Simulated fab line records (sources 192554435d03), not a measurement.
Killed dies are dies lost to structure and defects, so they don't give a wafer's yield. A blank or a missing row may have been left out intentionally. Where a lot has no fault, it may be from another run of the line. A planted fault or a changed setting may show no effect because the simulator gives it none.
fab line records	flow n5Finfet
record lots=5	wafers=15	lastDay=17
route steps=1938 shown MOL_CONTACT_COAG@605 BEOL_M4@1111 PASSIVATION@1936
lots with no fault: from the same line, run without faults
startH: hours from the record's first day to the start of the lot's first wafer shown	waitH: hours from the lot's prior step to this one	" unchanged from the row above	L1.1+2: several wafers, shown together as one row	- no value, or no start given	* or withheld: withheld	< > ~ a bound
route shown NAME@n: a module of which the file shows steps, and the number in the route of the first	usual: mean/standard deviation of fault-free wafers	same: alike in all rows	chamber/n: place in a boat	sites: readings site by site	_std_site: the standard deviation of these	_edge_site: outer sites' mean less inner sites'	radiusMm: for every site, how far away it sits from the centre of the wafer	mask NAME#n: copy n	behind: the most recent tool/chamber to have shaped the wafer	hold: what put the lot on hold/how long, in hours/how the hold closed	device: names the non-switching transistor (n, p or np)	end of line: the tests these same wafers got at the end of their route	where a step has no rows: the recipe by itself	killed: dies that structure and defects cost at the first sort, which is not the same as the wafer's yield	map: the dies of a wafer, with x for killed, . for not killed, _ for no die there
set.NAME: setting as actually run; set.NAME@STEP: the setting as run at that earlier step	model.NAME: the simulator's own value behind a step, which no gauge read
lots at selected steps of the route; one table per step, one row per wafer
services: when a tool's chamber went out of use (startH, in hours from the record's first day, below 0 if earlier), for how many hours, and the reason
## steps
# step N5_MOL_CONTACT_COAG_DESCUM_45
# recipe chemistry=O2	timeS=7	sourcePowerW=50	biasPowerW=20	pressureMtorr=20	rfFrequencyHz=2.712e+07	tempC=40	resist=CAR-EUV	o2FlowSccm=225
# step N5_MOL_CONTACT_COAG_ETCH_65
# recipe chemistry=N2/H2	target=underlayer	targetDepthA=130	maskMaterial=CAR-EUV	timeS=10.4	ionEnergyEv=200	pressureMtorr=30	sourceW=840	biasW=150	n2FlowSccm=200	h2FlowSccm=200	ends=cleared
# step N5_MOL_CONTACT_COAG_ETCH_66
# recipe chemistry=CF4	target=SiARC	targetDepthA=130	maskMaterial=CAR-EUV	timeS=21.7	ionEnergyEv=80	pressureMtorr=40	sourceW=545	biasW=36	Ar_flow_sccm=100	cf4FlowSccm=100	ends=cleared
# step N5_MOL_CONTACT_COAG_ALD_133
# recipe material=SiO2	targetThkA=50	tempC=100	aldPrecursorFamily=BDEAS	aldCoReactant=O2-plasma	pulseTimeS=1	coReactantPulseTimeS=1	purgeTimeS=2	coReactantPurgeTimeS=2	aldCycles=35	pressureTorr=2
# step N5_MOL_CONTACT_COAG_ETCHBACK_134
# recipe chemistry=CHF3	target=SiO2	targetDepthA=100	timeS=6.7	ionEnergyEv=200	pressureMtorr=30	sourceW=610	biasW=170	Ar_flow_sccm=200	CHF3_flow_sccm=50
# step N5_MOL_CONTACT_COAG_ETCH_67
# recipe chemistry=N2/H2	target=SOC	targetDepthA=600	overetchA=210	maskMaterial=SiARC	tempC=40	timeS=101.2	ionEnergyEv=200	pressureMtorr=30	sourceW=840	biasW=150	n2FlowSccm=200	h2FlowSccm=200
# step N5_MOL_CONTACT_COAG_STRIP_68
# recipe chemistry=N2/H2	tempC=40	n2FlowSccm=200	h2FlowSccm=200	rfFrequencyHz=6e+07
# step N5_MOL_CONTACT_COAG_STRIP_69
# recipe chemistry=N2/H2	tempC=40	n2FlowSccm=200	h2FlowSccm=200	rfFrequencyHz=6e+07
# step N5_MOL_CONTACT_COAG_ETCHBACK_136
# recipe chemistry=CHF3	target=SiO2	targetDepthA=250	timeS=16.7	ionEnergyEv=200	pressureMtorr=30	sourceW=610	biasW=170	Ar_flow_sccm=200	CHF3_flow_sccm=50
# step N5_MOL_CONTACT_COAG_STRIP_120
# recipe chemistry=CHF3	resist=SiARC	rfFrequencyHz=6e+07
# step N5_MOL_CONTACT_COAG_VIA_ETCH_117
# recipe chemistry=C4F6/O2	targetDepthA=400	overetchA=80	maskMaterial=SOC	target=SiO2	biasW=455	pressureMtorr=10	timeS=26	sourceW=325	Ar_flow_sccm=300	C4F6_flow_sccm=10	O2_flow_sccm=10	ionEnergyEv=575.3	ends=endPoint
# usual C4F6_flow_sccm=10.00/0.032	O2_flow_sccm=10.00/0.033	drypumpMotorCurrentA=5.6/0.36	oesProductAu=0.70/0.065	rfVppV=1593/35	showerheadPlenumPTorr=2.85/0.08	throttleValvePct=41.0/0.42
lot.wafer	tool	chamber	startH	waitH	C4F6_flow_sccm	O2_flow_sccm	drypumpMotorCurrentA	oesProductAu	rfHoursCounterH	rfVppV	showerheadPlenumPTorr	throttleValvePct	model.MOL_CONTACT_COAG.featureDepthNm	model.SOC_of_MOL_CONTACT_COAG_COAT_62.thkNm
L336.1	rieDiel-01	3	108.77	0.0	10.00	10.04	5.6	0.65	190	1550	2.85	41.3	40.4	51.6
L336.2	"	2	"	"	10.01	9.99	5.7	0.65	222	1561	2.79	41.2	40.4	51.6
L336.4	"	0	"	"	9.98	9.98	5.9	0.61	245	1562	2.81	41.1	41	51.8
L348.2	rieDiel-01	1	177.96	0.0	-	-	-	-	-	-	-	-	18.4	57.2
L348.3	"	3	"	"	-	-	-	-	-	-	-	-	18.4	57.2
L348.4	"	0	"	"	-	-	-	-	-	-	-	-	18.4	57.2
L347.1	rieDiel-05	2	178.80	0.0	-	-	-	-	-	-	-	-	18.6	57.2
L347.4	"	3	"	"	-	-	-	-	-	-	-	-	18.6	57.2
L347.5	"	3	"	"	-	-	-	-	-	-	-	-	18.6	57
L349.4	rieDiel-05	0	190.51	0.0	-	-	-	-	-	-	-	-	18.6	57.4
L349.5	"	2	"	"	-	-	-	-	-	-	-	-	18.4	57.6
L349.6	"	1	"	"	-	-	-	-	-	-	-	-	18.4	57.6
L358.1	rieDiel-03	1	242.25	0.0	10.00	9.97	5.7	0.74	85	1610	2.85	40.7	39.8	51.6
L358.3	"	0	"	"	10.04	10.01	5.9	0.66	203	1612	2.94	41.0	40.4	52
L358.6	"	2	"	"	10.00	9.96	5.0	0.66	-	1586	2.82	41.1	40.2	51.6
# step N5_MOL_CONTACT_COAG_ETCH_124
# recipe chemistry=CH3F/O2	target=SiNx	targetDepthA=65	maskMaterial=SOC	stopOn=SiOC	overEtchFrac=0.3	ionEnergyEv=120	pressureMtorr=30	sourceW=395	biasW=73	Ar_flow_sccm=150	CH3F_flow_sccm=30	O2_flow_sccm=20	ends=endPoint
# usual CH3F_flow_sccm=30.01/0.083	O2_flow_sccm=20.02/0.061	drypumpMotorCurrentA=5.6/0.36	oesProductAu=0.66/0.064	rfVppV=299/7	showerheadPlenumPTorr=2.01/0.059	throttleValvePct=16.28/0.27
lot.wafer	tool	chamber	startH	waitH	CH3F_flow_sccm	O2_flow_sccm	drypumpMotorCurrentA	oesProductAu	rfHoursCounterH	rfVppV	showerheadPlenumPTorr	throttleValvePct
L336.1	rieDiel-01	3	108.79	0.0	30.01	19.97	5.6	0.62	190	289	2.00	16.64
L336.2	"	2	"	"	30.11	19.96	5.7	0.61	222	292	1.96	16.70
L336.4	"	0	"	"	29.95	19.93	5.9	0.57	245	292	1.97	16.58
L348.2	rieDiel-01	1	177.99	0.0	30.09	20.02	5.8	0.27	206	302	1.98	16.05
L348.3	"	3	"	"	29.99	20.03	5.5	0.27	218	289	1.99	16.70
L348.4	"	0	"	"	30.11	20.03	5.9	0.35	-	294	1.97	16.14
L347.1	rieDiel-05	2	178.83	0.0	30.10	19.91	5.2	0.27	208	309	2.06	16.63
L347.4	"	3	"	"	30.03	19.89	6.5	0.26	249	301	1.91	16.57
L347.5	"	3	"	"	29.93	19.96	6.5	0.25	-	301	1.91	16.56
L349.4	rieDiel-05	0	190.54	0.0	29.94	20.07	5.4	0.28	-	302	2.06	16.62
L349.5	"	2	"	"	30.02	20.00	5.2	0.27	-	307	2.06	16.65
L349.6	"	1	"	"	29.96	20.03	5.6	0.28	-	309	2.06	16.32
L358.1	rieDiel-03	1	242.28	0.0	30.03	20.01	5.7	0.71	85	303	2.01	16.14
L358.3	"	0	"	"	29.97	20.07	5.9	0.63	204	303	2.07	16.24
L358.6	"	2	"	"	30.01	19.99	5.0	0.62	-	297	1.98	16.24
# step N5_MOL_CONTACT_COAG_ETCH_48
# recipe chemistry=C4F6/O2	targetDepthA=150	overetchA=45	maskMaterial=SOC	target=SiOC	biasW=465	pressureMtorr=10	timeS=17	sourceW=335	Ar_flow_sccm=300	C4F6_flow_sccm=10	O2_flow_sccm=10	ionEnergyEv=576
# usual C4F6_flow_sccm=10.00/0.033	O2_flow_sccm=10.00/0.032	drypumpMotorCurrentA=5.6/0.36	oesProductAu=0.65/0.068	rfVppV=1595/35	showerheadPlenumPTorr=2.85/0.08	throttleValvePct=40.5/0.41
lot.wafer	tool	chamber	startH	waitH	C4F6_flow_sccm	O2_flow_sccm	drypumpMotorCurrentA	oesProductAu	rfHoursCounterH	rfVppV	showerheadPlenumPTorr	throttleValvePct	model.SOC_of_MOL_CONTACT_COAG_COAT_62.thkNm
L336.1	rieDiel-01	3	108.83	0.0	10.03	10.00	5.5	0.59	190	1553	2.85	40.8	46
L336.2	"	2	"	"	9.95	9.98	5.7	0.57	222	1565	2.79	40.7	45.8
L336.4	"	0	"	"	10.07	9.95	5.9	0.57	245	1566	2.81	40.7	46
L348.2	rieDiel-01	1	178.03	0.0	9.88	10.06	5.8	0.28	206	1606	2.81	40.1	51.6
L348.3	"	3	"	"	9.98	9.95	5.6	0.26	218	1551	2.83	40.7	51.6
L348.4	"	0	"	"	9.94	10.04	5.9	0.35	-	1565	2.80	40.6	51.4
L347.1	rieDiel-05	2	178.87	0.0	10.00	9.97	5.2	0.27	208	1648	2.93	40.7	51.6
L347.4	"	3	"	"	9.95	9.94	6.5	0.25	249	1606	2.71	40.5	51.6
L347.5	"	3	"	"	10.00	9.94	6.5	0.25	-	1607	2.71	40.5	51.4
L349.4	rieDiel-05	0	190.59	0.0	9.93	10.02	5.4	0.28	-	1617	2.93	41.3	51.6
L349.5	"	2	"	"	9.96	9.99	5.2	0.27	-	1646	2.93	40.7	52
L349.6	"	1	"	"	9.99	9.94	5.7	0.28	-	1649	2.91	40.2	52
L358.1	rieDiel-03	1	242.32	0.0	10.03	10.00	5.7	0.66	85	1612	2.85	40.2	46
L358.3	"	0	"	"	9.99	9.98	5.9	0.62	204	1613	2.94	40.5	46.6
L358.6	"	2	"	"	10.05	10.10	5.0	0.62	-	1588	2.82	40.6	46
# step N5_MOL_CONTACT_COAG_STRIP_72
# recipe chemistry=N2/H2	powerW=450	tempC=40	pressureMtorr=20	rfFrequencyHz=6e+07	overashFraction=3	biasPowerW=7	h2Frac=0.5	n2FlowSccm=200	h2FlowSccm=200
# step N5_MOL_CONTACT_COAG_STRIP_49
# recipe chemistry=N2/H2	timeS=30	powerW=1000	tempC=250	pressureMtorr=withheld	n2FlowSccm=1750	h2FlowSccm=3250
# step N5_MOL_CONTACT_COAG_PRECLEAN_138
# recipe chemistry=alkalineClean	tempC=60	timeS=60	doPpb=50
# step N5_MOL_CONTACT_COAG_SRD_139
# recipe dry=ipaMarangoni	timeS=30	tempC=23	rinseLiquid=diw
# step N5_MOL_CONTACT_COAG_CD_MEAS_101
# recipe targetCdNm=16
# usual cdNm=15.9/0.38
lot.wafer	tool	chamber	startH	waitH	cdNm
L336.1	cdSem-03	-	109.12	0.0	15.7
L336.2	"	-	"	"	16.7
L336.4	"	-	"	"	15.8
L348.2	cdSem-01	-	178.31	0.0	-
L348.3	"	-	"	"	-
L348.4	"	-	"	"	-
L347.1	cdSem-01	-	179.15	0.0	-
L347.4	"	-	"	"	-
L347.5	"	-	"	"	-
L349.4	cdSem-02	-	190.85	0.0	-
L349.5	"	-	"	"	-
L349.6	"	-	"	"	-
L358.1	cdSem-02	-	242.61	0.0	16.0
L358.3	"	-	"	"	16.0
L358.6	"	-	"	"	15.8
# step N5_MOL_CONTACT_COAG_PRE_CLEAN_121
# recipe gas=H2/He	timeS=*	tempC=withheld
# step N5_BEOL_M4_RC_MEAS_101
# usual DIBL_N=36.9/1.6	DIBL_P=37.1/2	IOFF_N=0.17/0.032	IOFF_P=0.22/0.036	ION_N=674/12	ION_P=463/7.8	SS_N=71.7/0.63	SS_P=73.5/0.62	VT_N=249/3.3	VT_P=-250/3.5
lot.wafer	tool	chamber	startH	waitH	DIBL_N[mV/V]	DIBL_P[mV/V]	IOFF_N[nA/um]	IOFF_P[nA/um]	ION_N[uA/um]	ION_P[uA/um]	SS_N[mV/dec]	SS_P[mV/dec]	VT_N[mV]	VT_P[mV]
L336.1	prober-02	0	188.59	0.0	34.8	33.4	0.12	0.19	654	460	71.4	71.9	254	-247
L336.2	"	0	"	"	37.4	36.5	0.15	0.22	661	462	72.0	72.4	253	-251
L336.4	"	0	"	"	35.7	34.9	0.14	0.21	660	466	70.8	72.5	256	-247
L358.1	prober-01	0	309.93	0.0	36.5	37.0	0.16	0.23	683	469	71.9	73.0	248	-246
L358.3	"	0	"	"	36.5	38.3	0.15	0.25	669	463	71.4	73.4	252	-245
L358.6	"	0	"	"	36.6	37.2	0.16	0.24	675	467	71.7	73.4	249	-248
# step N5_PASSIVATION_PROBE_49
# usual defectLimitedYield=90.9/1.6	killed_at_M0_to_M3=34/11	killed_at_M4_up=14/5.7	killedAtContacts=13/6.5	killedAtFrontEnd=43/11	killedAtOther=4/3.1	killedDies=107/19	killedOnRim=14/3.9	killedOpen=71/14	killedShort=35/7.9	sort_bin_5_function=5.3/1.1	sort_bin_6_memory=3.4/0.74	sortNPass=1073/19	sortYieldPct=90.9/1.6
# same grossDies=1180	killedAtBackSide=0	sort_bin_4_leakage[%]=0	sort_bin_8_speed[%]=0
lot.wafer	tool	chamber	startH	waitH	defectLimitedYield[%]	killed_at_M0_to_M3	killed_at_M4_up	killedAtContacts	killedAtFrontEnd	killedAtOther	killedDies	killedOnRim	killedOpen	killedShort	sort_bin_5_function[%]	sort_bin_6_memory[%]	sortNPass	sortYieldPct[%]
L347.1	prober-01	-	347.63	0.0	0	40	6	1089	42	3	1180	152	61	34	95.8	3.9	0	0
L347.4	prober-01	-	347.78	0.2	0	25	3	1108	43	1	1180	152	57	31	96.5	3.2	0	0
L347.5	prober-01	-	347.83	0.2	0	30	14	1084	49	3	1180	152	69	37	96.4	3.3	0	0
L348.2	prober-02	-	349.97	0.1	0	30	13	1086	50	1	1180	152	79	32	96.0	3.4	0	0
L348.3	prober-02	-	350.02	0.1	0	39	12	1086	39	4	1180	152	82	24	95.9	3.9	0	0
L348.4	prober-02	-	350.07	0.2	0	27	14	1102	33	4	1180	152	65	23	96.9	2.7	0	0
L349.4	prober-01	-	370.28	0.2	0	27	13	1084	47	9	1180	152	60	40	96.2	3.3	0	0
L349.5	prober-01	-	370.33	0.2	0	34	11	1079	48	8	1180	152	72	32	96.3	3.4	0	0
L349.6	prober-01	-	370.38	0.3	0	30	11	1098	33	8	1180	152	69	30	97.1	2.6	0	0
# killed by level:class
L347.1 MOL_CONTACT_COAG:areaEtch=1084 BEOL_M0_SAQP:geometricParticle:open=12 DUMMY_GATE:geometricParticle:open=10 BEOL_M0_SAQP:geometricParticle:short=10 STI_FIN_REVEAL:geometricParticle:open=8 FIN_SAQP:geometricParticle:short=6 BEOL_M3:geometricParticle:open=5 FIN_SAQP:geometricParticle:open=4
L347.4 MOL_CONTACT_COAG:areaEtch=1092 MOL_CONTACT_COAG:geometricParticle:open=14 STI_FIN_REVEAL:geometricParticle:open=12 BEOL_M0_SAQP:geometricParticle:open=10 FIN_SAQP:geometricParticle:short=8 BEOL_M0_SAQP:geometricParticle:short=7 DUMMY_GATE:geometricParticle:open=6 ILD0:geometricParticle:open=3
L347.5 MOL_CONTACT_COAG:areaEtch=1074 STI_FIN_REVEAL:geometricParticle:open=10 MOL_CONTACT_COAG:geometricParticle:open=7 BEOL_M0:geometricParticle:open=7 DUMMY_GATE:geometricParticle:open=6 BEOL_M2:geometricParticle:open=6 FIN_SAQP:geometricParticle:open=5 DUMMY_GATE:geometricParticle:short=5
L348.2 MOL_CONTACT_COAG:areaEtch=1069 STI_FIN_REVEAL:geometricParticle:open=19 MOL_CONTACT_COAG:geometricParticle:open=12 BEOL_M3:geometricParticle:open=11 BEOL_M4:geometricParticle:open=10 GATE_CUT:geometricParticle:short=8 DUMMY_GATE:geometricParticle:open=6 BEOL_M0_SAQP:geometricParticle:short=6
L348.3 MOL_CONTACT_COAG:areaEtch=1074 STI_FIN_REVEAL:geometricParticle:open=13 MOL_CONTACT_COAG:geometricParticle:open=12 BEOL_M1:geometricParticle:open=9 BEOL_M0_SAQP:geometricParticle:short=7 FIN_SAQP:geometricParticle:open=6 BEOL_M0_SAQP:geometricParticle:open=5 BEOL_M0:geometricParticle:open=5
L348.4 MOL_CONTACT_COAG:areaEtch=1091 MOL_CONTACT_COAG:geometricParticle:open=10 FIN_SAQP:geometricParticle:open=8 BEOL_M2:geometricParticle:open=8 STI_FIN_REVEAL:geometricParticle:open=6 DUMMY_GATE:geometricParticle:open=6 BEOL_M3:geometricParticle:open=6 BEOL_M1:geometricParticle:open=3
L349.4 MOL_CONTACT_COAG:areaEtch=1080 STI_FIN_REVEAL:geometricParticle:open=12 GATE_CUT:geometricParticle:short=8 BEOL_M0_SAQP:geometricParticle:open=8 BEOL_M0_SAQP:geometricParticle:short=7 DUMMY_GATE:geometricParticle:open=5 DUMMY_GATE:geometricParticle:short=4 MOL_CONTACT_COAG:geometricParticle:open=4
L349.5 MOL_CONTACT_COAG:areaEtch=1075 BEOL_M3:geometricParticle:open=14 STI_FIN_REVEAL:geometricParticle:open=9 BEOL_M1:geometricParticle:open=7 ILD0:geometricParticle:short=6 BEOL_M2:geometricParticle:open=6 PAD_METAL:geometricParticle:open=6 DUMMY_GATE:geometricParticle:open=5
L349.6 MOL_CONTACT_COAG:areaEtch=1080 MOL_CONTACT_COAG:geometricParticle:open=13 BEOL_M3:geometricParticle:open=13 STI_FIN_REVEAL:geometricParticle:open=8 FIN_SAQP:geometricParticle:open=7 GATE_CUT:geometricParticle:short=6 MOL_CONTACT_COAG:geometricParticle:short=5 PAD_METAL:geometricParticle:open=5
# map L347.1 (x killed, . not)
_________________xxxxxxxxxxxx________________
______________xxxxxxxxxxxxxxxxxx_____________
___________xxxxxxxxxxxxxxxxxxxxxxxx__________
__________xxxxxxxxxxxxxxxxxxxxxxxxxx_________
________xxxxxxxxxxxxxxxxxxxxxxxxxxxxxx_______
_______xxxxxxxxxxxxxxxxxxxxxxxxxxxxxxxx______
______xxxxxxxxxxxxxxxxxxxxxxxxxxxxxxxxxx_____
_____xxxxxxxxxxxxxxxxxxxxxxxxxxxxxxxxxxxx____
____xxxxxxxxxxxxxxxxxxxxxxxxxxxxxxxxxxxxxx___
___xxxxxxxxxxxxxxxxxxxxxxxxxxxxxxxxxxxxxxxx__
___xxxxxxxxxxxxxxxxxxxxxxxxxxxxxxxxxxxxxxxx__
__xxxxxxxxxxxxxxxxxxxxxxxxxxxxxxxxxxxxxxxxxx_
__xxxxxxxxxxxxxxxxxxxxxxxxxxxxxxxxxxxxxxxxxx_
_xxxxxxxxxxxxxxxxxxxxxxxxxxxxxxxxxxxxxxxxxxxx
_xxxxxxxxxxxxxxxxxxxxxxxxxxxxxxxxxxxxxxxxxxxx
_xxxxxxxxxxxxxxxxxxxxxxxxxxxxxxxxxxxxxxxxxxxx
_xxxxxxxxxxxxxxxxxxxxxxxxxxxxxxxxxxxxxxxxxxxx
_xxxxxxxxxxxxxxxxxxxxxxxxxxxxxxxxxxxxxxxxxxxx
_xxxxxxxxxxxxxxxxxxxxxxxxxxxxxxxxxxxxxxxxxxxx
_xxxxxxxxxxxxxxxxxxxxxxxxxxxxxxxxxxxxxxxxxxxx
_xxxxxxxxxxxxxxxxxxxxxxxxxxxxxxxxxxxxxxxxxxxx
__xxxxxxxxxxxxxxxxxxxxxxxxxxxxxxxxxxxxxxxxxx_
__xxxxxxxxxxxxxxxxxxxxxxxxxxxxxxxxxxxxxxxxxx_
___xxxxxxxxxxxxxxxxxxxxxxxxxxxxxxxxxxxxxxxx__
___xxxxxxxxxxxxxxxxxxxxxxxxxxxxxxxxxxxxxxxx__
____xxxxxxxxxxxxxxxxxxxxxxxxxxxxxxxxxxxxxx___
_____xxxxxxxxxxxxxxxxxxxxxxxxxxxxxxxxxxxx____
______xxxxxxxxxxxxxxxxxxxxxxxxxxxxxxxxxx_____
_______xxxxxxxxxxxxxxxxxxxxxxxxxxxxxxxx______
________xxxxxxxxxxxxxxxxxxxxxxxxxxxxxx_______
__________xxxxxxxxxxxxxxxxxxxxxxxxxx_________
___________xxxxxxxxxxxxxxxxxxxxxxxx__________
______________xxxxxxxxxxxxxxxxxx_____________
_________________xxxxxxxxxxxx________________
# map L348.2 (x killed, . not)
_________________xxxxxxxxxxxx________________
______________xxxxxxxxxxxxxxxxxx_____________
___________xxxxxxxxxxxxxxxxxxxxxxxx__________
__________xxxxxxxxxxxxxxxxxxxxxxxxxx_________
________xxxxxxxxxxxxxxxxxxxxxxxxxxxxxx_______
_______xxxxxxxxxxxxxxxxxxxxxxxxxxxxxxxx______
______xxxxxxxxxxxxxxxxxxxxxxxxxxxxxxxxxx_____
_____xxxxxxxxxxxxxxxxxxxxxxxxxxxxxxxxxxxx____
____xxxxxxxxxxxxxxxxxxxxxxxxxxxxxxxxxxxxxx___
___xxxxxxxxxxxxxxxxxxxxxxxxxxxxxxxxxxxxxxxx__
___xxxxxxxxxxxxxxxxxxxxxxxxxxxxxxxxxxxxxxxx__
__xxxxxxxxxxxxxxxxxxxxxxxxxxxxxxxxxxxxxxxxxx_
__xxxxxxxxxxxxxxxxxxxxxxxxxxxxxxxxxxxxxxxxxx_
_xxxxxxxxxxxxxxxxxxxxxxxxxxxxxxxxxxxxxxxxxxxx
_xxxxxxxxxxxxxxxxxxxxxxxxxxxxxxxxxxxxxxxxxxxx
_xxxxxxxxxxxxxxxxxxxxxxxxxxxxxxxxxxxxxxxxxxxx
_xxxxxxxxxxxxxxxxxxxxxxxxxxxxxxxxxxxxxxxxxxxx
_xxxxxxxxxxxxxxxxxxxxxxxxxxxxxxxxxxxxxxxxxxxx
_xxxxxxxxxxxxxxxxxxxxxxxxxxxxxxxxxxxxxxxxxxxx
_xxxxxxxxxxxxxxxxxxxxxxxxxxxxxxxxxxxxxxxxxxxx
_xxxxxxxxxxxxxxxxxxxxxxxxxxxxxxxxxxxxxxxxxxxx
__xxxxxxxxxxxxxxxxxxxxxxxxxxxxxxxxxxxxxxxxxx_
__xxxxxxxxxxxxxxxxxxxxxxxxxxxxxxxxxxxxxxxxxx_
___xxxxxxxxxxxxxxxxxxxxxxxxxxxxxxxxxxxxxxxx__
___xxxxxxxxxxxxxxxxxxxxxxxxxxxxxxxxxxxxxxxx__
____xxxxxxxxxxxxxxxxxxxxxxxxxxxxxxxxxxxxxx___
_____xxxxxxxxxxxxxxxxxxxxxxxxxxxxxxxxxxxx____
______xxxxxxxxxxxxxxxxxxxxxxxxxxxxxxxxxx_____
_______xxxxxxxxxxxxxxxxxxxxxxxxxxxxxxxx______
________xxxxxxxxxxxxxxxxxxxxxxxxxxxxxx_______
__________xxxxxxxxxxxxxxxxxxxxxxxxxx_________
___________xxxxxxxxxxxxxxxxxxxxxxxx__________
______________xxxxxxxxxxxxxxxxxx_____________
_________________xxxxxxxxxxxx________________
## services
tool	chamber	startH	hours	kind
rieDiel-03	-	93.58	15.6	pm
rieDiel-01	0	120.89	-	clean
rieDiel-01	0	120.89	-	consumableReplace:focusRing
rieDiel-01	0	120.89	14.7	scheduledDown
rieDiel-01	0	120.89	14.7	ventCycle
rieDiel-03	-	128.92	2.1	repair
rieDiel-05	2	141.89	14.4	repair
rieDiel-05	0	157.23	1.9	repair
rieDiel-03	1	159.93	2.5	repair
rieDiel-05	-	161.75	14.6	pm
rieDiel-03	-	170.76	0.3	repair
rieDiel-01	2	175.18	-	clean
rieDiel-01	2	175.18	-	consumableReplace:focusRing
rieDiel-01	2	175.18	38.4	scheduledDown
rieDiel-01	2	175.18	38.4	ventCycle
rieDiel-01	-	179.88	15.6	pm
rieDiel-05	3	180.98	-	clean
rieDiel-05	3	180.98	-	consumableReplace:focusRing
rieDiel-05	3	180.98	-	consumableReplace:showerhead
rieDiel-05	3	180.98	20.5	scheduledDown
rieDiel-05	3	180.98	20.5	ventCycle
rieDiel-01	-	198.29	0.4	repair
## key
firstSign step=N5_MOL_CONTACT_COAG_VIA_ETCH_117	reading=toolRecord	direction=missing
effect step=N5_MOL_CONTACT_COAG_ETCH_124	reading=oesProductAu	direction=down	sigmas=6	usual=0.66	struck=0.28
effect step=N5_MOL_CONTACT_COAG_ETCH_48	reading=oesProductAu	direction=down	sigmas=5.5	usual=0.65	struck=0.28
effect step=N5_MOL_CONTACT_COAG_CD_MEAS_101	reading=cdNm	direction=missing
effect step=N5_PASSIVATION_PROBE_49	reading=killedAtContacts	direction=up	sigmas=99+	usual=13	struck=1091
modelEffect step=N5_MOL_CONTACT_COAG_VIA_ETCH_117	value=MOL_CONTACT_COAG.featureDepthNm	without=40.4	struck=18.49
modelEffect step=N5_MOL_CONTACT_COAG_ETCH_48	value=SOC_of_MOL_CONTACT_COAG_COAT_62.thkNm	without=45.93	struck=51.64
moreKillsBornAt N5_MOL_CONTACT_COAG_VIA_ETCH_117@rieDiel-05=6485	N5_MOL_CONTACT_COAG_VIA_ETCH_117@rieDiel-01=3234
metAt N5_MOL_CONTACT_COAG_VIA_ETCH_117
struckWafers L347.1,L347.4,L347.5,L348.2,L348.3,L348.4,L349.4,L349.5,L349.6
laterRowsLeftOut L347.1,L347.4,L347.5,L348.2,L348.3,L348.4,L349.4,L349.5,L349.6
onsetBetween 108.77 177.96
fault kind=skippedStepWhole	tool=rieDiel-01,rieDiel-05	chamber=-	onsetH=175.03	steps=N5_MOL_CONTACT_COAG_VIA_ETCH_117	scope=struckLotsOnly
# laterRowsLeftOut: the simulator's readings of these wafers behind a module that went badly wrong aren't trusted and aren't shown, but for the sort
